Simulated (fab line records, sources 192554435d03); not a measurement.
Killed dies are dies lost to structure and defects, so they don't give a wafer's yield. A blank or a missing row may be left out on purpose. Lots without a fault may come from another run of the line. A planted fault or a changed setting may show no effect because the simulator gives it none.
fab line records | flow n5_finfet
record lots=7 wafers=21
route steps=1938 shown WELL_APT@21 PMOS_HMC_CHANNEL_EPI@63 FIN_SAQP@125 FIN_CUT@156 SD_EPI_N@267
start_h: hours from the record's first day to the start of the lot's first wafer shown | wait_h: hours since the lot's step before | " the same as in the row above | L1.1+2: a row that stands for several wafers | - no value, or no start given | * or withheld: withheld | < > ~ a bound
route shown NAME@n: a module of which the file shows steps, and the number in the route of the first | usual: mean/standard deviation of fault-free wafers | same: alike in all rows | chamber/n: place in a boat | sites: the reading at each site | _std_site: their standard deviation | _edge_site: outer sites' mean less inner sites' | radius_mm: how far each site lies from the wafer's centre | mask NAME#n: copy n | behind: the tool/chamber that last shaped the wafer | hold: why the lot was held/for how many hours/how that ended | device: the transistor (n, p or np) that didn't switch | end of line: the same wafers' tests at the end of the route | a step without rows: its recipe alone | killed: dies lost to structure and defects at the first sort, not the wafer's yield | map: a wafer's dies, x killed, . not, _ none there
set.NAME: the setting as run; set.NAME@STEP: as run at that earlier step | model.NAME: the simulator's own value behind a step, which no gauge read
lots whose settings were changed on purpose; a table a step, a row a wafer
## steps
# step N5_WELL_APT_COAT_02
# recipe spin_rpm=1357 resist_thk_nm=950
# columns lot.wafer tool chamber start_h wait_h set.spin_rpm model.coat_of_WELL_APT_COAT_02.thk_nm
L082.2 litho_track-03 0 - - 1357 947.4
L082.3 " 0 " " 1357 949.1
L082.4 " 0 " " 1357 950.6
L083.1+5 litho_track-05 0 - - 1219 1000
L083.2 " 0 " " 1357 947.5
L085.1 litho_track-01 0 - - 1357 950.5
L085.2 " 0 " " 1462 915
L085.4 " 0 " " 1462 919
L089.3 litho_track-05 0 - - 1357 945.7
L089.4 " 0 " " 1357 946
L089.5 " 0 " " 1357 945
L092.3 litho_track-01 0 - - 1357 954.7
L092.4 " 0 " " 1357 952.4
L092.6 " 0 " " 1357 952.9
L093.1 litho_track-05 0 - - 1357 954.6
L093.2 " 0 " " 1357 952.4
L093.4 " 0 " " 1357 951.3
L094.3 litho_track-05 0 - - 1409 930.5
L094.4 " 0 " " 1357 951
L094.5 " 0 " " 1357 951.2
# step N5_PMOS_HMC_CHANNEL_EPI_PEB_07
# recipe peb_temp_c=110 peb_time_s=60 resist=CAR-ArF-block
# columns lot.wafer tool chamber start_h wait_h set.peb_temp_c
L082.2+3 litho_track-05 0 64.99 0.0 107.5
L082.4 " 0 " " 110
L083.1 litho_track-02 0 71.39 0.1 108.7
L083.2+5 " 0 " " 110
L085.1+4 litho_track-05 0 83.90 0.1 107.9
L085.2 " 0 " " 110
L089.3+4+5 litho_track-02 0 107.02 0.0 110
L092.3+4+6 litho_track-05 0 125.18 0.0 110
L093.1+2+4 litho_track-04 0 130.76 0.1 110
L094.3 litho_track-04 0 136.90 0.0 112.1
L094.4+5 " 0 " " 110
# step N5_PMOS_HMC_CHANNEL_EPI_DEVELOP_08
# recipe develop_time_s=30 developer=TMAH resist=CAR-ArF-block dev_temp_c=23 rinse_liquid=diw dry=air_spin
# step N5_PMOS_HMC_CHANNEL_EPI_CD_MEAS_09
# recipe target_cd_nm=237.4 landing_energy_ev=500 detector=se_inlens
# usual cd_nm=237.3/1
# columns lot.wafer tool chamber start_h wait_h set.peb_temp_c@PMOS_HMC_CHANNEL_EPI_PEB_07 cd_nm
L082.2 cd_sem-03 0 65.06 - 107.5 229.4
L082.3 " 0 " " 107.5 228.3
L082.4 " 0 " " 110 236.6
L083.1 cd_sem-02 0 71.45 - 108.7 230.8
L083.2 " 0 " " 110 236.7
L083.5 " 0 " " 110 236.5
L085.1 cd_sem-02 0 83.97 - 107.9 229.7
L085.2 " 0 " " 110 236.4
L085.4 " 0 " " 107.9 230.7
L089.3 cd_sem-02 0 107.09 - 110 236.6
L089.4 " 0 " " 110 236.6
L089.5 " 0 " " 110 237.6
L092.3 cd_sem-03 0 125.24 - 110 237.2
L092.4 " 0 " " 110 236.5
L092.6 " 0 " " 110 236.8
L093.1 cd_sem-01 0 130.83 - 110 236.7
L093.2 " 0 " " 110 237.4
L093.4 " 0 " " 110 237.4
L094.3 cd_sem-01 0 136.97 - 112.1 243.7
L094.4 " 0 " " 110 237.7
L094.5 " 0 " " 110 237.9
# step N5_PMOS_HMC_CHANNEL_EPI_DESCUM_14
# recipe chemistry=O2 time_s=7.9 source_power_w=50 bias_power_w=20 pressure_mtorr=20 rf_frequency_hz=2.712e+07 temp_c=40 resist=CAR-ArF-block o2_flow_sccm=225
# columns lot.wafer tool chamber start_h wait_h set.peb_temp_c@PMOS_HMC_CHANNEL_EPI_PEB_07 model.PMOS_HMC_CHANNEL_EPI.cd_nm
L082.2 rie_diel-02 1 65.15 0.0 107.5 229.1
L082.3 " 2 " " 107.5 228.3
L082.4 " 3 " " 110 236.8
L083.1 rie_diel-06 0 71.65 0.1 108.7 231.1
L083.2 " 3 " " 110 236.9
L083.5 " 0 " " 110 236.5
L085.1 rie_diel-02 2 84.06 0.0 107.9 229.8
L085.2 " 3 " " 110 236.6
L085.4 " 0 " " 107.9 231.1
L089.3 rie_diel-06 1 107.18 0.0 110 236.9
L089.4 " 0 " " 110 236.5
L089.5 " 1 " " 110 237.4
L092.3 rie_diel-05 2 125.33 0.0 110 237.2
L092.4 " 2 " " 110 236.5
L092.6 " 0 " " 110 237
L093.1 rie_diel-05 3 130.92 0.0 110 237
L093.2 " 0 " " 110 237.5
L093.4 " 2 " " 110 237.4
L094.3 rie_diel-05 3 137.06 0.0 112.1 243.6
L094.4+5 " 0,3 " " 110 237.5
# step N5_PMOS_HMC_CHANNEL_EPI_ETCH_38
# recipe chemistry=CF4 target=SiO2 target_depth_a=15 ion_energy_ev=350 pressure_mtorr=10 icp_w=800 bias_w=400 cf4_flow_sccm=80
# columns lot.wafer tool chamber start_h wait_h set.bias_w model.etch.depth_nm
L082.2 rie_si-04 3 65.58 0.0 381.4 1.491
L082.3 " 1 " " 400 1.507
L082.4 " 2 " " 400 1.501
L083.1 rie_si-04 1 72.09 0.0 362.3 1.465
L083.2 " 0 " " 400 1.509
L083.5 " 2 " " 362.3 1.442
L085.1 rie_si-02 0 84.49 0.0 371.5 1.481
L085.2 " 2 " " 371.5 1.48
L085.4 " 3 " " 400 1.51
L089.3 rie_si-04 2 107.63 0.0 400 1.488
L089.4 " 3 " " 400 1.508
L089.5 " 1 " " 466.1 1.594
L092.3 rie_si-02 0 125.76 0.0 400 1.501
L092.4 " 2 " " 340.4 1.436
L092.6 " 0 " " 340.4 1.427
L093.1 rie_si-04 2 131.36 0.0 400 1.472
L093.2 " 3 " " 400 1.498
L093.4 " 1 " " 400 1.512
L094.3 rie_si-04 0 137.49 0.0 400 1.49
L094.4 " 2 " " 400 1.479
L094.5 " 1 " " 400 1.495
# step N5_FIN_SAQP_SPACER1_ALD_24
# recipe material=SiO2 target_thk_a=203 temp_c=300 ald_precursor_family=BDEAS ald_co_reactant=O2-plasma pulse_time_s=1 purge_time_s=2 co_reactant_purge_time_s=2 ald_cycles=218 pressure_torr=2
# columns lot.wafer tool chamber start_h wait_h set.ald_cycles model.SiO2_of_FIN_SAQP_SPACER1_ALD_24.thk_nm
L082.2+4 ald_sin-03 0,1 70.50 0.3 218 20.2
L082.3 " 2 " " 189 17.4
L083.1 ald_sin-03 0 77.14 0.3 218 20.4
L083.2 " 1 " " 229 21.4
L083.5 " 2 " " 218 20.2
L085.1 ald_sin-03 0 90.18 1.0 218 20.2
L085.2+4 " 1,3 " " 218 20.4
L089.3 ald_sin-03 3 113.88 0.9 218 20.2
L089.4 " 2 " " 202 18.6
L089.5 " 0 " " 218 20.4
L092.3 ald_sin-01 0 130.64 0.1 183 16.8
L092.4 " 2 " " 183 17
L092.6 " 3 " " 218 20.2
L093.1 ald_sin-01 0 136.14 0.3 218 20.4
L093.2+4 " 3,2 " " 218 20.2
L094.3+4+5 ald_sin-01 1,3,1 142.47 0.2 218 20.2
# step N5_FIN_SAQP_SPACER1_ETCHBACK_25
# recipe chemistry=CHF3/O2 mode=anisotropic_etchback target=SiO2 target_depth_a=244 time_s=12.2 pressure_mtorr=30 source_w=650 bias_w=170 Ar_flow_sccm=200 CHF3_flow_sccm=50 O2_flow_sccm=5 ion_energy_ev=200
# step N5_FIN_SAQP_MANDREL1_REMOVE_56
# recipe chemistry=HBr/Cl2/O2 bt_time_s=10 target=a-Si stop_on=SiNx endpoint=OES-SiCl over_etch_frac=1 icp_w=600 bias_w=22 HBr_flow_sccm=150 Cl2_flow_sccm=80 O2_flow_sccm=5 pressure_mtorr=10
# columns lot.wafer tool chamber start_h wait_h set.ald_cycles@FIN_SAQP_SPACER1_ALD_24 model.FIN_SAQP.cd_nm
L082.2+4 rie_si-03 0,3 71.31 0.1 218 20.2
L082.3 " 1 " " 189 17.4
L083.1+5 rie_si-03 1,0 77.94 0.1 218 20.4
L083.2 " 2 " " 229 21.4
L085.1+2+4 rie_si-01 1,0,2 90.99 0.1 218 20.4
L089.3+5 rie_si-03 3,1 114.69 0.1 218 20.4
L089.4 " 3 " " 202 18.8
L092.3 rie_si-06 1 131.44 0.1 183 16.8
L092.4 " 0 " " 183 17
L092.6 " 3 " " 218 20.2
L093.1+4 rie_si-06 2,1 136.94 0.1 218 20.2
L093.2 " 0 " " 218 20
L094.3+4+5 rie_si-01 1,0,3 143.28 0.1 218 20.2
# step N5_FIN_SAQP_CD_MEAS_27
# recipe target_cd_nm=20 landing_energy_ev=1000 detector=se_inlens polarity=line
# usual cd_nm=20.31/0.21
# columns lot.wafer tool chamber start_h wait_h set.ald_cycles@FIN_SAQP_SPACER1_ALD_24 cd_nm
L082.2 cd_sem-03 0 71.42 0.1 218 20.33
L082.3 " 0 " " 189 17.19
L082.4 " 0 " " 218 20.00
L083.1 cd_sem-03 0 78.05 0.1 218 20.75
L083.2 " 0 " " 229 21.63
L083.5 " 0 " " 218 20.27
L085.1 cd_sem-01 0 91.10 0.1 218 20.43
L085.2 " 0 " " 218 20.37
L085.4 " 0 " " 218 20.02
L089.3 cd_sem-02 0 114.80 0.1 218 20.59
L089.4 " 0 " " 202 18.71
L089.5 " 0 " " 218 20.40
L092.3 cd_sem-02 0 131.56 0.1 183 16.58
L092.4 " 0 " " 183 16.86
L092.6 " 0 " " 218 20.50
L093.1 cd_sem-01 0 137.05 0.1 218 20.64
L093.2 " 0 " " 218 19.94
L093.4 " 0 " " 218 20.22
L094.3 cd_sem-01 0 143.40 0.1 218 20.21
L094.4 " 0 " " 218 20.19
L094.5 " 0 " " 218 20.64
# step N5_FIN_SAQP_ETCH_65
# recipe chemistry=CF4 target=SiO2 target_depth_a=40 ion_energy_ev=350 time_s=4.4 pressure_mtorr=10 icp_w=800 bias_w=400 cf4_flow_sccm=80
# columns lot.wafer tool chamber start_h wait_h set.time_s model.etch.depth_nm
L082.2 rie_si-01 1 71.57 0.1 4.4 3.996
L082.3 " 3 " " 4.112 3.849
L082.4 " 2 " " 4.4 4.04
L083.1 rie_si-01 3 78.28 0.1 4.4 4.148
L083.2 " 0 " " 4.4 4.031
L083.5 " 0 " " 4.4 4.049
L085.1 rie_si-06 0 91.26 0.1 4.4 3.994
L085.2 " 2 " " 4.4 4.045
L085.4 " 3 " " 4.837 4.394
L089.3 rie_si-06 0 114.95 0.1 5.094 4.652
L089.4 " 2 " " 4.4 4.075
L089.5 " 0 " " 4.4 4.019
L092.3 rie_si-03 3 131.71 0.1 5.097 4.751
L092.4 " 1 " " 5.097 4.663
L092.6 " 1 " " 4.4 4.059
L093.1 rie_si-03 2 137.21 0.1 4.4 4.019
L093.2 " 3 " " 4.4 4.117
L093.4 " 1 " " 4.4 3.992
L094.3 rie_si-03 2 143.68 0.1 4.4 3.997
L094.4 " 0 " " 4.4 3.987
L094.5 " 0 " " 4.4 3.965
# step N5_FIN_CUT_COAT_29
# recipe resist=underlayer temp_c=205 time_s=60 spin_rpm=1500 resist_thk_nm=10
# columns lot.wafer tool chamber start_h wait_h set.spin_rpm model.underlayer_of_FIN_CUT_COAT_29.thk_nm
L082.2 litho_track-01 0 - - 1500 10
L082.3 " 0 " " 1429 10.4
L082.4 " 0 " " 1429 10.2
L083.1+5 litho_track-05 0 - - 1372 10.4
L083.2 " 0 " " 1500 10
L085.1+2+4 litho_track-01 0 - - 1500 10
L089.3+4+5 litho_track-01 0 - - 1500 10
L092.3+6 litho_track-05 0 - - 1642 9.6
L092.4 " 0 " " 1500 10
L093.1+2+4 litho_track-01 0 - - 1500 10
L094.3+5 litho_track-02 0 - - 1500 10
L094.4 " 0 " " 1393 10.4
# step N5_FIN_CUT_COAT_02
# recipe resist=CAR-EUV spin_rpm=1500 resist_thk_nm=30
# step N5_FIN_CUT_EBR_04
# recipe solvent=PGMEA ebr_width_mm=1.5
# step N5_FIN_CUT_DESCUM_13
# recipe chemistry=O2 time_s=7 source_power_w=50 bias_power_w=20 pressure_mtorr=20 rf_frequency_hz=2.712e+07 temp_c=40 resist=CAR-EUV o2_flow_sccm=225
# step N5_FIN_CUT_ETCH_30
# recipe chemistry=N2/H2 target=underlayer target_depth_a=130 mask_material=CAR-EUV time_s=10.4 ion_energy_ev=200 pressure_mtorr=30 source_w=840 bias_w=150 n2_flow_sccm=200 h2_flow_sccm=200 ends=cleared
# columns lot.wafer tool chamber start_h wait_h set.spin_rpm@FIN_CUT_COAT_29 model.etch.depth_nm model.CAR-EUV_of_FIN_CUT_COAT_02.thk_nm
L082.2 rie_diel-02 0 74.27 0.0 1500 10.05 14.6
L082.3 " 3 " " 1429 10.32 14.4
L082.4 " 1 " " 1429 10.3 14.2
L083.1 rie_diel-06 3 82.16 0.0 1372 10.41 14
L083.2 " 1 " " 1500 9.965 14.6
L083.5 " 1 " " 1372 10.42 14
L085.1 rie_diel-02 2 95.09 0.0 1500 10.02 14.8
L085.2 " 3 " " 1500 10 14.6
L085.4 " 0 " " 1500 9.993 14.8
L089.3 rie_diel-06 1 117.43 0.0 1500 9.989 14.8
L089.4 " 3 " " 1500 10.01 14.6
L089.5 " 1 " " 1500 10.03 14.6
L092.3 rie_diel-06 2 134.15 0.0 1642 9.552 15
L092.4 " 3 " " 1500 9.944 14.6
L092.6 " 3 " " 1642 9.525 15
L093.1 rie_diel-05 2 139.90 0.0 1500 9.982 14.6
L093.2 " 1 " " 1500 9.987 14.6
L093.4 " 0 " " 1500 9.958 14.6
L094.3 rie_diel-05 3 146.23 0.0 1500 10.08 14.4
L094.4 " 1 " " 1393 10.46 13.8
L094.5 " 3 " " 1500 10.06 14.4
# step N5_FIN_CUT_ETCH_20
# recipe chemistry=CF4 target=SiARC target_depth_a=260 mask_material=CAR-EUV time_s=43.3 ion_energy_ev=80 pressure_mtorr=40 source_w=545 bias_w=36 Ar_flow_sccm=100 cf4_flow_sccm=100 ends=cleared
# columns lot.wafer tool chamber start_h wait_h set.spin_rpm@FIN_CUT_COAT_29 model.underlayer_of_FIN_CUT_COAT_29.thk_nm
L082.2 rie_diel-02 0 74.29 0.0 1500 9.4
L082.3+4 " 3,1 " " 1429 9.6
L083.1+5 rie_diel-06 3,1 82.18 0.0 1372 9.6
L083.2 " 1 " " 1500 9.2
L085.1 rie_diel-02 2 95.11 0.0 1500 9.4
L085.2+4 " 3,0 " " 1500 9.2
L089.3+4 rie_diel-06 1,3 117.45 0.0 1500 9.2
L089.5 " 1 " " 1500 9.4
L092.3+6 rie_diel-06 2,3 134.17 0.0 1642 8.8
L092.4 " 3 " " 1500 9.2
L093.1+2+4 rie_diel-05 2,1,0 139.92 0.0 1500 9.2
L094.3+5 rie_diel-05 3 146.25 0.0 1500 9.4
L094.4 " 1 " " 1393 9.8
# step N5_SD_EPI_N_EXPOSE_06
# recipe mask_id=SD_N_BLK na=1.35 source_shape=conventional sigma_outer=0.8 polarization=unpolarized target_cd_nm=120 dose_mj=39.75
# columns lot.wafer tool chamber start_h wait_h mask set.dose_mj
L082.2+3+4 arfi_scanner-02 0 95.04 - SD_N_BLK#0 39.75
L083.1+2 arfi_scanner-01 0 103.95 - SD_N_BLK#0 39.75
L083.5 " 0 " " SD_N_BLK#0 37.01
L085.1+2+4 arfi_scanner-03 0 117.86 - SD_N_BLK#0 39.75
L089.3+4+5 arfi_scanner-01 0 139.82 - SD_N_BLK#0 39.75
L092.3+6 arfi_scanner-03 0 156.50 - SD_N_BLK#0 37.42
L092.4 " 0 " " SD_N_BLK#0 39.75
L093.1+2+4 arfi_scanner-03 0 166.21 - SD_N_BLK#0 39.75
L094.3+4 arfi_scanner-01 0 169.17 - SD_N_BLK#0 39.75
L094.5 " 0 " " SD_N_BLK#0 37.89
# step N5_SD_EPI_N_PEB_07
# recipe peb_temp_c=110 peb_time_s=60 resist=CAR-ArF-block
# step N5_SD_EPI_N_DEVELOP_08
# recipe develop_time_s=30 developer=TMAH resist=CAR-ArF-block dev_temp_c=23 rinse_liquid=diw dry=air_spin
# step N5_SD_EPI_N_CD_MEAS_09
# recipe target_cd_nm=120 landing_energy_ev=500 detector=se_inlens
# usual cd_nm=120.0/0.55
# columns lot.wafer tool chamber start_h wait_h set.dose_mj@SD_EPI_N_EXPOSE_06 cd_nm
L082.2 cd_sem-02 0 95.16 - 39.75 119.8
L082.3 " 0 " " 39.75 119.5
L082.4 " 0 " " 39.75 119.0
L083.1 cd_sem-02 0 104.08 - 39.75 119.3
L083.2 " 0 " " 39.75 118.7
L083.5 " 0 " " 37.01 113.5
L085.1 cd_sem-01 0 117.98 - 39.75 119.9
L085.2 " 0 " " 39.75 120.4
L085.4 " 0 " " 39.75 119.8
L089.3 cd_sem-03 0 139.94 - 39.75 120.6
L089.4 " 0 " " 39.75 120.8
L089.5 " 0 " " 39.75 120.1
L092.3 cd_sem-01 0 156.62 - 37.42 115.8
L092.4 " 0 " " 39.75 119.9
L092.6 " 0 " " 37.42 115.3
L093.1 cd_sem-03 0 166.33 - 39.75 120.8
L093.2 " 0 " " 39.75 120.3
L093.4 " 0 " " 39.75 120.7
L094.3 cd_sem-03 0 169.28 - 39.75 119.6
L094.4 " 0 " " 39.75 119.5
L094.5 " 0 " " 37.89 116.5
## key
split step=N5_WELL_APT_COAT_02 setting=spin_rpm stated=1357 by=wafer
response step=N5_WELL_APT_COAT_02 reading=model.coat_of_WELL_APT_COAT_02.thk_nm change=-4.9 per=1% r=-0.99
split step=N5_PMOS_HMC_CHANNEL_EPI_PEB_07 setting=peb_temp_c stated=110 by=wafer
response step=N5_PMOS_HMC_CHANNEL_EPI_CD_MEAS_09 reading=cd_nm change=+3.44 per=1% r=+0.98
response step=N5_PMOS_HMC_CHANNEL_EPI_DESCUM_14 reading=model.PMOS_HMC_CHANNEL_EPI.cd_nm change=+3.48 per=1% r=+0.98
split step=N5_PMOS_HMC_CHANNEL_EPI_ETCH_38 setting=bias_w stated=400 by=wafer
response step=N5_PMOS_HMC_CHANNEL_EPI_ETCH_38 reading=model.etch.depth_nm change=+0.00522 per=1% r=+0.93
split step=N5_FIN_SAQP_SPACER1_ALD_24 setting=ald_cycles stated=218 by=wafer
response step=N5_FIN_SAQP_SPACER1_ALD_24 reading=model.SiO2_of_FIN_SAQP_SPACER1_ALD_24.thk_nm change=+0.211 per=1% r=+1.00
response step=N5_FIN_SAQP_MANDREL1_REMOVE_56 reading=model.FIN_SAQP.cd_nm change=+0.208 per=1% r=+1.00
response step=N5_FIN_SAQP_CD_MEAS_27 reading=cd_nm change=+0.232 per=1% r=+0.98
split step=N5_FIN_SAQP_ETCH_65 setting=time_s stated=4.4 by=wafer
response step=N5_FIN_SAQP_ETCH_65 reading=model.etch.depth_nm change=+0.0384 per=1% r=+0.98
split step=N5_FIN_CUT_COAT_29 setting=spin_rpm stated=1500 by=wafer
response step=N5_FIN_CUT_COAT_29 reading=model.underlayer_of_FIN_CUT_COAT_29.thk_nm change=-0.0487 per=1% r=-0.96
response step=N5_FIN_CUT_ETCH_30 reading=model.etch.depth_nm change=-0.0495 per=1% r=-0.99
response step=N5_FIN_CUT_ETCH_30 reading=model.CAR-EUV_of_FIN_CUT_COAT_02.thk_nm change=+0.062 per=1% r=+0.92
response step=N5_FIN_CUT_ETCH_20 reading=model.underlayer_of_FIN_CUT_COAT_29.thk_nm change=-0.0467 per=1% r=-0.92
split step=N5_SD_EPI_N_EXPOSE_06 setting=dose_mj stated=39.75 by=wafer
response step=N5_SD_EPI_N_CD_MEAS_09 reading=cd_nm change=+0.747 per=1% r=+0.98
